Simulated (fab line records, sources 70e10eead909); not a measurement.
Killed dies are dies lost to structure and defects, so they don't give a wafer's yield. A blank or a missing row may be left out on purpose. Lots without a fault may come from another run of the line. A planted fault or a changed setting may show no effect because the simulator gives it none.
fab line records | flow nand_harc
record lots=7 wafers=18 last_day=24
route steps=1159 shown A_WL_FILL@822
lots that met no fault: from a run of the same line without faults
start_h: hours from the record's first day to the start of the lot's first wafer shown | wait_h: hours since the lot's step before | " the same as in the row above | L1.1+2: a row that stands for several wafers | - no value, or no start given | * or withheld: withheld | < > ~ a bound
route shown NAME@n: a module of which the file shows steps, and the number in the route of the first | usual: mean/standard deviation of fault-free wafers | same: alike in all rows | chamber/n: place in a boat | sites: the reading at each site | _std_site: their standard deviation | _edge_site: outer sites' mean less inner sites' | radius_mm: how far each site lies from the wafer's centre | mask NAME#n: copy n | behind: the tool/chamber that last shaped the wafer | hold: why the lot was held/for how many hours/how that ended | device: the transistor (n, p or np) that didn't switch | end of line: the same wafers' tests at the end of the route | a step without rows: its recipe alone | killed: dies lost to structure and defects at the first sort, not the wafer's yield | map: a wafer's dies, x killed, . not, _ none there
set.NAME: the setting as run; set.NAME@STEP: as run at that earlier step | model.NAME: the simulator's own value behind a step, which no gauge read
lots at some steps of the route; a table a step, a row a wafer
services: from which hour (start_h, from the record's first day; less than 0 if before it) a tool's chamber was out of use, for how many hours, and why
## steps
# step NHARC_A_WL_FILL_ALD_10
# recipe target_thk_a=500 pulse_time_s=10 ald_cycles=500 temp_c=300 material=SiO2
# step NHARC_A_WL_FILL_ETCHBACK_16
# recipe target_depth_a=880 time_s=17.6 c4f8_flow_sccm=withheld o2_flow_sccm=8 ar_flow_sccm=withheld rf_w=600 bias_w=800 chemistry=C4F8/O2/Ar
# usual oes_product_au=0.987/0.028 rf_vpp_V=724/3.9
# columns lot.wafer tool chamber start_h wait_h oes_product_au rf_hours_counter_h rf_vpp_V
L762.4 rie_diel-12 1 - - 0.924 6 725
L762.2 " 2 " " 0.936 6 723
L762.5 " 1 " " 0.920 - 723
L764.6 rie_diel-04 2 - - 1.000 - 719
L765.3 rie_diel-04 1 - - 1.001 6 721
L765.2 " 3 " " 0.997 3 717
L765.6 " 2 " " 1.005 - 717
L766.4 rie_diel-06 0 - - 0.989 3 732
L766.3 " 1 " " 0.997 3 720
L777.2 rie_diel-04 1 - - 1.002 11 721
L777.3 " 3 " " 0.998 9 717
L777.5 " 1 " " 0.991 - 719
L782.2 rie_diel-12 0 - - 1.010 3 729
L782.3 " 2 " " 1.009 3 723
L782.5 " 3 " " 1.005 - 723
L779.4 rie_diel-04 2 - - 1.003 0 718
L779.1 " 3 " " 0.994 0 717
L779.2 " 0 " " 1.000 0 727
# step NHARC_A_WL_FILL_STRIP_29
# recipe time_s=20 o2_flow_sccm=500 ar_flow_sccm=0 bias_w=0 chemistry=O2
# usual drypump_motor_current_A=5.9/0.49 mfc_ar_sccm=0.015/0.012 o2_flow_sccm=500.0/1.5 oes_product_au=1.003/0.0078 rf_vpp_V=57.8/0.9 showerhead_plenum_p_Torr=3.54/0.12 throttle_valve_pct=17.038/0.0092
# columns lot.wafer tool chamber start_h wait_h drypump_motor_current_A mfc_ar_sccm o2_flow_sccm oes_product_au rf_hours_counter_h rf_vpp_V showerhead_plenum_p_Torr throttle_valve_pct
L762.4 rie_diel-12 1 366.55 0.1 5.6 0.003 501.6 0.999 6 58.4 3.54 17.045
L762.2 " 2 " " 6.5 0.036 499.7 1.008 6 58.3 3.52 17.034
L762.5 " 0 " " 6.4 0 500.6 1.000 - 58.6 3.73 17.035
L764.6 rie_diel-04 0 379.65 0.0 5.1 0.019 500.3 1.000 - 58.7 3.64 17.039
L765.3 rie_diel-04 0 382.70 0.1 5.0 0.019 498.8 1.007 6 59.0 3.64 17.048
L765.2 " 3 " " 6.3 0.023 501.6 0.998 3 56.1 3.34 17.040
L765.6 " 0 " " 5.1 0.019 502.0 1.006 - 58.0 3.64 17.041
L766.3 rie_diel-06 0 385.50 0.1 6.5 0 501.8 0.993 3 58.5 3.77 17.038
L766.4 " 2 " " 5.5 0.033 496.9 1.001 3 57.2 3.55 17.040
L777.2 rie_diel-04 1 451.73 0.1 5.4 0.020 499.5 0.993 11 58.6 3.43 17.033
L777.3 " 3 " " 6.4 0.023 501.0 0.986 9 58.7 3.33 17.022
L777.5 " 0 " " 5.1 0.019 500.6 1.010 - 59.3 3.64 17.037
L782.3 rie_diel-12 1 473.50 0.1 5.6 0.003 501.8 1.008 3 60.1 3.54 17.026
L782.2 " 2 " " 6.4 0.036 499.2 1.015 3 56.4 3.52 17.031
L782.5 " 1 " " 5.6 0.003 499.9 1.014 - 58.5 3.54 17.032
L779.4 rie_diel-04 1 476.89 0.1 5.4 0.020 498.6 0.993 0 57.4 3.43 17.032
L779.2 " 2 " " 6.3 0.015 501.5 0.989 0 58.2 3.37 17.050
L779.1 " 3 " " 6.4 0.023 501.8 0.991 0 56.6 3.33 17.056
# step NHARC_A_WL_FILL_ETCHBACK_17
# recipe target_depth_a=40 time_s=26.7 chemistry=Cl2/BCl3
# step NHARC_A_WL_FILL_PRECLEAN_18
# recipe time_s=30 chemistry=dHF
# step NHARC_A_WL_FILL_SRD_21
# step NHARC_A_WL_FILL_CVD_23
# recipe target_thk_a=400 temp_c=620 pressure_mtorr=200 time_s=800 material=poly-Si
# step NHARC_A_WL_FILL_ETCHBACK_26
# recipe target_depth_a=520 time_s=13.3 hbr_flow_sccm=150 rf_w=350 icp_w=350 bias_w=60 chemistry=HBr
# usual drypump_motor_current_A=5.7/0.5 oes_product_au=0.996/0.0072 throttle_valve_pct=23.265/0.0085
# columns lot.wafer tool chamber start_h wait_h drypump_motor_current_A oes_product_au rf_hours_counter_h throttle_valve_pct
L762.4 rie_si-06 2 371.91 0.4 6.3 0.992 0 23.267
L762.2 " 3 " " 5.6 0.989 0 23.274
L762.5 " 1 " " 5.3 0.995 - 23.262
L764.6 rie_si-06 1 384.95 0.4 5.3 0.991 - 23.261
L765.2 rie_si-01 3 388.20 0.4 5.7 1.006 0.5 23.273
L765.3 " 2 " " 5.4 0.987 0.5 23.258
L765.6 " 3 " " 5.7 1.005 - 23.263
L766.3 rie_si-06 3 390.61 0.4 5.6 1.001 0.2 23.251
L766.4 " 0 " " 5.0 0.994 0.2 23.260
L777.3 rie_si-01 0 457.03 0.4 5.2 1.004 1.1 23.259
L777.2 " 1 " " 5.3 0.999 0.8 23.264
L777.5 " 2 " " 5.5 0.999 - 23.273
L782.2 rie_si-06 0 478.97 0.4 5.0 1.001 0.6 23.257
L782.3 " 1 " " 5.2 0.999 0.7 23.267
L782.5 " 2 " " 6.4 0.997 - 23.266
L779.4 rie_si-04 1 482.00 0.4 5.3 1.000 0.3 23.269
L779.2 " 2 " " 6.5 1.006 0.2 23.250
L779.1 " 0 " " 6.3 1.002 0.2 23.244
# step NHARC_A_WL_FILL_PRECLEAN_30
# recipe time_s=10 chemistry=dHF
# step NHARC_A_WL_FILL_SRD_14
# step NHARC_A_WL_FILL_ALD_19
# recipe target_thk_a=20 pulse_time_s=3 ald_cycles=100 temp_c=450 material=TiN
# usual heater_power_w=1087/81 precursor_pulse_height_rel=0.997/0.018
# columns lot.wafer tool chamber start_h wait_h heater_power_w precursor_pulse_height_rel since_wet_clean_h
L762.2 ald_metal-03 3 372.15 0.1 1133 1.009 40
L762.4 " 0 " " 985 0.997 40
L762.5 " 3 " " 1129 0.969 -
L764.6 ald_metal-01 3 385.29 0.2 1091 0.964 -
L765.2 ald_metal-03 0 388.50 0.1 1015 1.013 56
L765.3 " 1 " " 1156 1.001 56
L765.6 " 3 " " 1143 1.041 -
L766.3 ald_metal-03 2 390.91 0.1 957 1.011 59
L766.4 " 3 " " 1113 0.993 59
L777.3 ald_metal-03 1 457.30 0.1 1165 1.032 125
L777.2 " 2 " " 977 0.993 125
L777.5 " 1 " " 1176 1.021 -
L782.2 ald_metal-02 1 479.28 0.1 1150 0.998 105
L782.3 " 2 " " 1123 1.003 105
L782.5 " 1 " " 1135 1.038 -
L779.2 ald_metal-03 0 482.27 0.1 1003 0.998 150
L779.1 " 1 " " 1214 0.973 150
L779.4 " 3 " " 1132 1.016 150
# step NHARC_A_WL_FILL_CVD_20
# recipe target_thk_a=750 temp_c=300 pressure_torr=40 wf6_flow_sccm=40 h2_flow_sccm=1600 ar_flow_sccm=1560 time_s=5064 material=W
# usual heater_power_w=459/11 mfc_ar_sccm=1560/5.3 mfc_h2_sccm=1601/4.6 mfc_wf6_sccm=40.00/0.12 throttle_valve_pct=7.93/0.27
# columns lot.wafer tool chamber start_h wait_h heater_power_w mfc_ar_sccm mfc_h2_sccm mfc_wf6_sccm since_wet_clean_h throttle_valve_pct
L762.2 cvd_w-01 0 - - 471 1564 1601 40.04 66 8.04
L762.4 " 0 " " 454 1563 1602 40.04 - 8.19
L762.5 " 0 " " 470 1561 1606 40.13 - 8.03
L764.6 cvd_w-01 0 - - 467 1570 1601 40.03 - 8.09
L765.2 cvd_w-01 0 - - 470 1562 1595 40.14 90 8.31
L765.3 " 1 " " 455 1562 1603 39.96 - 7.85
L765.6 " 1 " " 460 1554 1601 40.01 - 7.79
L766.4 cvd_w-02 1 - - 448 1558 1599 40.05 - 8.03
L766.3 " 0 " " 459 1563 1605 39.92 - 7.63
L777.2 cvd_w-02 0 - - 459 1563 1600 40.08 69 7.45
L777.3 " 0 " " 463 1561 1595 40.21 - 7.66
L777.5 " 1 " " 450 1561 1602 40.05 - 8.08
L782.2 cvd_w-02 1 - - 455 1554 1605 40.01 93 8.21
L782.3 " 0 " " 454 1560 1597 39.94 - 7.71
L782.5 " 0 " " 463 1563 1597 40.09 - 7.61
L779.1 cvd_w-02 1 - - 439 1570 1599 39.91 97 8.24
L779.2 " 0 " " 458 1567 1608 39.90 98 7.66
L779.4 " 1 " " 443 1561 1597 40.02 - 7.82
# step NHARC_A_WL_FILL_CMP_12
# recipe t_overpolish_s=30 target_thk_nm=75
# usual edge_zone_pressure_frac=1.000/0.0053 motor_current_A=12.4/1.1 overpolish_run_s=30.001/0.0088 slurry_flow_ml_min=150.0/0.5 time_to_endpoint_s=16.1/1.9
# columns lot.wafer tool chamber start_h wait_h edge_zone_pressure_frac motor_current_A overpolish_run_s slurry_flow_ml_min time_to_endpoint_s
L762.4 cmp-03 2 377.41 2.9 0.999 11.0 29.991 149.9 18.0
L762.2 " 3 " " 1.000 12.4 29.994 150.4 15.8
L762.5 " 2 " " 1.004 10.6 29.998 150.3 19.8
L764.6 cmp-03 3 396.82 0.9 1.011 12.4 30.004 150.2 8.5
L765.3 cmp-03 3 400.97 2.2 1.005 11.9 30.003 150.5 8.0
L765.2 " 0 " " 1.002 13.5 30.011 148.9 7.8
L765.6 " 3 " " 1.004 12.6 29.988 149.7 7.2
L766.4 cmp-03 1 404.93 2.9 0.994 13.0 30.007 149.9 7.1
L766.3 " 0 " " 1.005 12.3 30.003 150.1 7.7
L777.3 cmp-04 0 463.91 2.9 1.013 11.4 30.006 150.6 15.1
L777.2 " 1 " " 0.998 14.8 30.007 149.5 15.4
L777.5 " 0 " " 1.007 11.6 30.006 150.3 14.3
L782.2 cmp-02 3 488.03 4.3 0.999 12.8 30.002 150.6 18.1
L782.3 " 1 " " 0.993 13.2 30.000 150.5 20.2
L782.5 " 3 " " 1.000 13.5 30.002 150.4 18.2
L779.4 cmp-02 1 492.32 2.9 1.003 12.7 30.012 150.7 19.1
L779.2 " 3 " " 0.995 12.8 30.004 150.1 15.6
L779.1 " 0 " " 0.999 12.0 29.995 149.6 16.9
## services
# columns tool chamber start_h hours kind
rie_diel-04 1 349.90 7.5 repair
cmp-03 - 352.00 4.0 pm
cvd_w-02 - 357.08 7.8 repair
cmp-02 - 358.01 1.1 repair
rie_si-06 - 360.00 9.0 pm
cvd_w-02 - 378.09 13.0 pm
rie_diel-12 - 379.40 9.0 pm
cvd_w-01 - 380.59 1.5 repair
cmp-02 - 389.05 1.1 repair
rie_si-01 1 413.96 10.6 repair
cmp-02 - 422.71 4.0 pm
rie_diel-04 2 424.68 26.5 repair
ald_metal-03 3 428.68 31.6 repair
rie_si-06 - 436.60 2.2 repair
cmp-03 - 442.01 0.3 repair
rie_si-06 2 448.80 0.9 repair
cmp-03 - 450.09 4.0 pm
cmp-02 - 450.83 1.1 repair
rie_si-06 0 455.41 7.9 repair
rie_diel-04 - 465.97 9.0 pm
rie_si-06 2 466.21 9.2 repair
rie_si-06 3 473.19 9.2 repair
cvd_w-01 - 474.74 13.0 pm
rie_diel-04 - 480.29 1.2 repair
## key
first_sign step=NHARC_A_WL_FILL_CMP_12 reading=time_to_endpoint_s direction=down sigmas=4.5 usual=* struck=*
effect none on later readings
met_at NHARC_A_WL_FILL_CMP_12
struck_wafers L764.6,L765.2,L765.3,L765.6,L766.3,L766.4
tester_left_out L764,L765,L766
onset_between 377.41 396.82
fault kind=process_parameter_drift tool=cmp-03 chamber=- onset_h=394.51 steps=NHARC_A_WL_FILL_CMP_12 channel=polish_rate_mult offset=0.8 shape=step end_h=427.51
# tester_left_out: of these lots the tester's yield and bins aren't shown, on N5 and GAA mostly nor the transistor test; their killed dies are dies lost to structure and defects alone, not to doping, threshold or leakage, so they don't give the yield
